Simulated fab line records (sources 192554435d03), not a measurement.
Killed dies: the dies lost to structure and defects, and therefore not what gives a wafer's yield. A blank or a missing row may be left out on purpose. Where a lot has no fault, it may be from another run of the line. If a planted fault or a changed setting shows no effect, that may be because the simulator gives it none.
Struck lot and sound lot, side by side :: flow n5-finfet :: 38 steps out of a route of 1938
Sound: these wafers, L869.1, L869.2, L869.3. Struck: wafer L881.5 (L881.1, L881.3, from the same lot, were not struck and are left out); the cause is given at the end.
At each step with rows: each side's tool, then ch and its chambers, then its first start. Under that, the readings that differ: sound wafers :: struck wafers :: difference of the means :: sigmas: that difference in standard deviations of wafers without a fault.
alike: same words and numbers on both sides, and readings whose means sit less than 2 such deviations apart. not compared: any withheld reading, any reading some wafer has no value for, any bound like >300 that may hide the same value, and any number with overlapping values for which the record gives no deviation.
Wherever a step has rows on one side only, a row that says differs or no value, or a row with sigmas, the two part there. Non-overlapping numbers with no deviation appear without sigmas and do not part them. A reading missing from all wafers of one side parts the sides only when that side holds two or more wafers.

first, 9 steps without rows for these wafers: N5_BEOL_M4_COAT_05 (resist thk 30 nm); N5_BEOL_M4_EBR_07; N5_BEOL_M4_SOFTBAKE_06 (time 60 s); N5_BEOL_M4_EXPOSE_08 (exposes mask M4); N5_BEOL_M4_PEB_09 (peb time 60 s); N5_BEOL_M4_DEVELOP_10 (develop time 30 s); N5_BEOL_M4_DESCUM_16 (chemistry O2, time 7 s); N5_BEOL_M4_ETCH_74 (etches underlayer in N2/H2, target depth 6.5 nm, time 5.2 s); N5_BEOL_M4_ETCH_63 (etches SiARC in CF4, target depth 15.6 nm, time 26 s).
N5_BEOL_M4_ETCH_64: etches SOC in N2/H2, target depth 75 nm, overetch 22.5 nm, time 121.9 s.
  sound on rie-diel-04 ch 0,2,3, day 8 20:52; struck on rie-diel-04 ch 3, day 12 08:29
reading: model.etch.depth-nm (nm)
sound: 60.13 60.06 60.11
struck: 53.08
difference: -7.02
sigmas: 

reading: model.SiARC_of_BEOL_M4_COAT_62.thk-nm (nm)
sound: 6.4 6.4 6.2
struck: 8.8
difference: +2.5
sigmas: 

reading: model.BEOL_M4.cd-offset-nm (nm)
sound: -0.6 0 -0.2
struck: -1.6
difference: -1.3
sigmas: 
  alike: drypump-motor-current-A, oes-product-au, rf-vpp-V, showerhead-plenum-p-Torr, throttle-valve-pct
  not compared: rf-hours-counter-h
then, 3 steps without rows for these wafers: N5_BEOL_M4_STRIP_65 (strips in N2/H2); N5_BEOL_M4_STRIP_75 (strips in N2/H2); N5_BEOL_M4_STRIP_66 (strips in CF4).
N5_BEOL_M4_HM_OPEN_17: chemistry Cl2/BCl3, target TiN, target depth 20 nm, overetch 6 nm.
  sound on rie-metal-03 ch 0,1, day 8 21:02; struck on rie-metal-03 ch 0, day 12 08:40
reading: oes-product-au (a.u.)
sound: 0.59 0.55 0.60
struck: 0.47
difference: -0.11
sigmas: -2

reading: model.BEOL_M4.cd-offset-nm (nm)
sound: -0.6 0 -0.4
struck: -1.6
difference: -1.3
sigmas: 
  alike: drypump-motor-current-A, throttle-valve-pct
  not compared: rf-hours-counter-h
then, 1 step without rows for these wafers: N5_BEOL_M4_STRIP_19 (strips in O2).
N5_BEOL_M4_CD_MEAS_18: pitch 36 nm, target cd 18 nm.
  sound: cd-sem-03 at day 8 21:17; struck: cd-sem-02 at day 12 08:50
  not compared: cd-nm
then, 13 steps without rows for these wafers: N5_BEOL_M4_COAT_67 (time 60 s, resist thk 60 nm); N5_BEOL_M4_COAT_68 (time 60 s, resist thk 12 nm); N5_BEOL_M4_COAT_76 (time 60 s, resist thk 5 nm); N5_BEOL_M4_COAT_22 (resist thk 30 nm); N5_BEOL_M4_EBR_24; N5_BEOL_M4_SOFTBAKE_23 (time 60 s); N5_BEOL_M4_EXPOSE_25 (exposes mask V3, defocus 5 nm); N5_BEOL_M4_PEB_26 (peb time 60 s); N5_BEOL_M4_DEVELOP_27 (develop time 30 s); N5_BEOL_M4_DESCUM_33 (chemistry O2, time 7 s); N5_BEOL_M4_ETCH_77 (etches underlayer in N2/H2, target depth 6.5 nm, time 5.2 s); N5_BEOL_M4_ETCH_69 (etches SiARC in CF4, target depth 15.6 nm, time 26 s); N5_BEOL_M4_ALD_98 (deposits SiO2, target thk 2.5 nm, pulse time 1 s, co reactant pulse time 1 s).
N5_BEOL_M4_ETCHBACK_99: etches SiO2 in CHF3, target depth 5 nm, time 10.4 s.
  sound on rie-diel-04 ch 0,1,2, day 8 22:54; struck on rie-diel-05 ch 2, day 12 13:49
reading: oes-product-au (a.u.)
sound: 0.69 0.69 0.69
struck: 0.35
difference: -0.34
sigmas: -3
  alike: drypump-motor-current-A, rf-vpp-V, showerhead-plenum-p-Torr, throttle-valve-pct
  not compared: rf-hours-counter-h
then, 5 steps without rows for these wafers: N5_BEOL_M4_ETCH_70 (etches SOC in N2/H2, target depth 80 nm, overetch 24 nm, time 130 s); N5_BEOL_M4_STRIP_71 (strips in N2/H2); N5_BEOL_M4_STRIP_78 (strips in N2/H2); N5_BEOL_M4_STRIP_83 (strips in C4F6/O2); N5_BEOL_M4_STRIP_36 (strips in N2/H2).
N5_BEOL_M4_OCD_MEAS_38:
  sound: ocd-01 at day 8 23:18; struck: ocd-01 at day 12 14:13
  not compared: trench-depth-nm
N5_BEOL_M4_RC_MEAS_101:
  the record has rows for the sound wafers here (prober-02 ch 0, day 9 03:22) and none for the struck ones
-- record jumps: 4 days separate the struck wafers' starts on either side; left off in module BEOL_M4, taken up again in module PASSIVATION, whose first shown step is the route's number 1936 --
N5_PASSIVATION_PROBE_49:
  sound: prober-01 at day 13 21:02; struck: prober-02 at day 16 19:03
reading: defect-limited-yield (%)
sound: 88.6 91.9 92.0
struck: 0
difference: -91
sigmas: -65

reading: killed_at_M4_up
sound: 14 12 10
struck: 1075
difference: +1063
sigmas: +99 or more

reading: killed-at-front-end
sound: 64 34 36
struck: 70
difference: +25
sigmas: +2

reading: killed-dies
sound: 135 95 94
struck: 1180
difference: +1072
sigmas: +63

reading: killed-on-rim
sound: 17 12 12
struck: 152
difference: +138
sigmas: +34

reading: sort_bin_5_function (%)
sound: 7.0 4.2 4.2
struck: 95.8
difference: +90.7
sigmas: +95

reading: sort-n-pass
sound: 1045 1085 1086
struck: 0
difference: -1072
sigmas: -63

reading: sort-yield-pct (%)
sound: 88.6 91.9 92.0
struck: 0
difference: -91
sigmas: -65
  alike: killed_at_M0_to_M3, killed-at-contacts, killed-at-other, killed-open, killed-short, sort_bin_6_memory

== WHERE THEY PART ==
First at N5_BEOL_M4_HM_OPEN_17; last, within this record, at N5_PASSIVATION_PROBE_49.

WHY: what the simulator had put in
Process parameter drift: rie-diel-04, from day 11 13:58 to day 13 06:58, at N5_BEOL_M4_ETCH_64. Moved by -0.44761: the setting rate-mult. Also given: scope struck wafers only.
